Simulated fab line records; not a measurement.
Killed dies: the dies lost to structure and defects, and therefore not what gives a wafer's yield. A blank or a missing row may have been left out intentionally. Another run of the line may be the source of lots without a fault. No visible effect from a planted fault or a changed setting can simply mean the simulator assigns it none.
Problem report in the 8D (eight disciplines) form, filled by code || flow n5 finfet || the parts of the form that need people (team, actions taken, sign-off) are left out

== 1. THE ISSUE ==
Mean of oes product au at N5_BEOL_M11_HM_OPEN_17: 0.29 a.u. across 3 wafers in 2 lots; on wafers with no fault it is 0.66 a.u. (standard deviation 0.074). That is -5.0 standard deviations from the usual mean.
The step: chemistry Cl2/BCl3, target TiN, target depth 20 nm, overetch 6 nm.
Earliest sighting: wafer L986.5 on rie metal-02 at day 12 15:17. The record has a number at this step for 24 wafers belonging to 9 lots. The rule behind "out" and "out of limits": a value lying over 4 standard deviations away from the usual mean. The rest of the wafers with a number are treated as sound.

== 2. WHAT IT IS, AND WHAT IT ISN'T ==
{"question": "which readings at this step", "is": "oes product au", "is not": "drypump motor current A"}
{"question": "which lots", "is": "L986, L987", "is not": "L100, L980, L981, L983, L991, L996, L998"}
{"question": "which wafers of those lots", "is": "L986.5, L986.6, L987.3", "is not": "L986.2, L987.2, L987.4"}
{"question": "read on which tools", "is": "rie metal-02, rie metal-03", "is not": "rie metal-01"}
{"question": "when", "is": "from day 12 15:17", "is not": "up to then (10 sound wafers); but 11 sound wafers of L100, L987, L991, L996, L998 came after"}

== 3. THE SUSPECTS, EACH WITH WHAT RULES IT OUT ==
Counting: if a tool at a process step up to the reading ran every lot that is out, it stays a suspect. Sound lots after the first of them don't rule it out here, since some wafers of a struck lot are sound.
- rie diel-06 at N5_BEOL_M11_ETCH_62 (etches SOC in N2/H2, target depth 110 nm, overetch 22 nm, time 165 s): kept. It processed each lot that is out (first: L986, day 12 15:06); up to then, its last sound lot is L981 (day 11 16:05).
Left after counting: rie diel-06 at N5_BEOL_M11_ETCH_62.

== 4. THE CAUSE (what the simulator had put in) ==
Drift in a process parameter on rie diel-06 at N5_BEOL_M11_ETCH_62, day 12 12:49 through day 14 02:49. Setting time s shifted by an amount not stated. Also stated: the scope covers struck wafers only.
Counting left only this tool.

== 5. SEQUENCE OF EFFECTS, ordered by route ==
Rows list readings where the struck wafers' mean (over those with a number) sits beyond 3 standard deviations from the usual. Only readings for which the record gives a usual standard deviation are gone through. hours: the time from each lot's start at the first step in this table that gives one to its start at this step, as a median over the lots. sigmas: the change in usual standard deviations.
{"hours": 0, "step": "N5_BEOL_M11_HM_OPEN_17", "reading": "oes product au", "usual": "0.66 a.u.", "on struck wafers": 0.29, "change": -0.37, "sigmas": -5.0}
{"hours": 0, "step": "N5_BEOL_M11_HM_OPEN_17", "reading": "throttle valve pct", "usual": "22.29 %", "on struck wafers": 23.12, "change": "+0.83", "sigmas": "+3.5"}
{"hours": 49, "step": "N5_PASSIVATION_PROBE_49", "reading": "defect limited yield", "usual": "91.1 %", "on struck wafers": 0.0, "change": -91.1, "sigmas": -57}
{"hours": 49, "step": "N5_PASSIVATION_PROBE_49", "reading": "killed_at_M4_up", "usual": 13, "on struck wafers": 1090, "change": "+1077", "sigmas": "+99 or more"}
{"hours": 49, "step": "N5_PASSIVATION_PROBE_49", "reading": "killed dies", "usual": 105, "on struck wafers": 1180, "change": "+1075", "sigmas": "+60"}
{"hours": 49, "step": "N5_PASSIVATION_PROBE_49", "reading": "killed on rim", "usual": 14, "on struck wafers": 152, "change": "+138", "sigmas": "+34"}
{"hours": 49, "step": "N5_PASSIVATION_PROBE_49", "reading": "sort_bin_5_function", "usual": "5.2 %", "on struck wafers": 96.2, "change": "+91.0", "sigmas": "+95"}
{"hours": 49, "step": "N5_PASSIVATION_PROBE_49", "reading": "sort n pass", "usual": 1075, "on struck wafers": 0, "change": -1075, "sigmas": -57}
The process steps in it:
- N5_BEOL_M11_HM_OPEN_17: chemistry Cl2/BCl3, target TiN, target depth 20 nm, overetch 6 nm.
- N5_PASSIVATION_PROBE_49
Readings that are blank on the struck wafers while sound wafers have them: cd nm at N5_BEOL_M11_CD_MEAS_18; trench depth nm at N5_BEOL_M11_OCD_MEAS_38.
Later measuring or inspecting steps at which every struck wafer that the step has a row for has a number for every such reading, and none has moved that far: N5_BEOL_M11_OVL_MEAS_29.

== 6. HOW IT WOULD HAVE BEEN CAUGHT EARLIER ==
The fault began at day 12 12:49; the first out-of-limits reading in this record came at day 12 15:17, 2 hours later.
Of the tool readings at N5_BEOL_M11_ETCH_62 for which the record gives a usual standard deviation, none was out on any struck wafer, so an alarm limit of 4 standard deviations on them would not have fired.
Of the lots that are out (2), L987 began N5_BEOL_M11_ETCH_62 on rie diel-06 after day 12 15:17. A hold on the tool at that time would have spared it.
